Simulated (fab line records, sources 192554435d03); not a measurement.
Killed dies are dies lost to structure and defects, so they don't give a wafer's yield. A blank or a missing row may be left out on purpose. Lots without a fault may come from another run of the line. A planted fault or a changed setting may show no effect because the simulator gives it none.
fab line records | flow n5_finfet
record lots=7 wafers=21
route steps=1938 shown MIM_BOT@1833
start_h: hours from the record's first day to the start of the lot's first wafer shown | wait_h: hours since the lot's step before | " the same as in the row above | L1.1+2: a row that stands for several wafers | - no value, or no start given | * or withheld: withheld | < > ~ a bound
route shown NAME@n: a module of which the file shows steps, and the number in the route of the first | usual: mean/standard deviation of fault-free wafers | same: alike in all rows | chamber/n: place in a boat | sites: the reading at each site | _std_site: their standard deviation | _edge_site: outer sites' mean less inner sites' | radius_mm: how far each site lies from the wafer's centre | mask NAME#n: copy n | behind: the tool/chamber that last shaped the wafer | hold: why the lot was held/for how many hours/how that ended | device: the transistor (n, p or np) that didn't switch | end of line: the same wafers' tests at the end of the route | a step without rows: its recipe alone | killed: dies lost to structure and defects at the first sort, not the wafer's yield | map: a wafer's dies, x killed, . not, _ none there
set.NAME: the setting as run; set.NAME@STEP: as run at that earlier step | model.NAME: the simulator's own value behind a step, which no gauge read
lots whose settings were changed on purpose; a table a step, a row a wafer
## steps
# step N5_MIM_BOT_SPUTTER_00
# recipe material=TiN target_thk_a=350 temp_c=200 power_w=3000 chamber_pressure_pa=0.49996 gas=Ar reactive_partial_pa=0.37997 time_s=89.7
# columns lot.wafer tool chamber start_h wait_h set.time_s model.TiN_of_MIM_BOT_SPUTTER_00.thk_nm
L077.2+3 pvd_sputter-01 - 290.40 0.0 89.7 35.2
L077.4 " - " " 89.7 35.6
L082.1 pvd_sputter-03 - 311.18 0.0 100.9 39.2
L082.2+3 " - " " 89.7 34.6
L084.4 pvd_sputter-02 - 320.47 0.0 89.7 34.4
L084.5 " - " " 89.7 35.2
L084.6 " - " " 89.7 34.6
L083.1+2+6 pvd_sputter-03 - 320.49 0.0 89.7 34.4
L085.1 pvd_sputter-01 - 329.88 0.0 89.7 35.2
L085.3 " - " " 89.7 35
L085.5 " - " " 89.7 34.8
L087.1+5 pvd_sputter-03 - 336.74 0.0 89.7 35.6
L087.4 " - " " 89.7 35.8
L096.3 pvd_sputter-03 - 389.25 0.0 96.72 38
L096.4 " - " " 89.7 35.4
L096.5 " - " " 89.7 35.6
## key
split step=N5_MIM_BOT_SPUTTER_00 setting=time_s stated=89.7 by=wafer
response step=N5_MIM_BOT_SPUTTER_00 reading=model.TiN_of_MIM_BOT_SPUTTER_00.thk_nm change=+0.355 per=1% r=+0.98
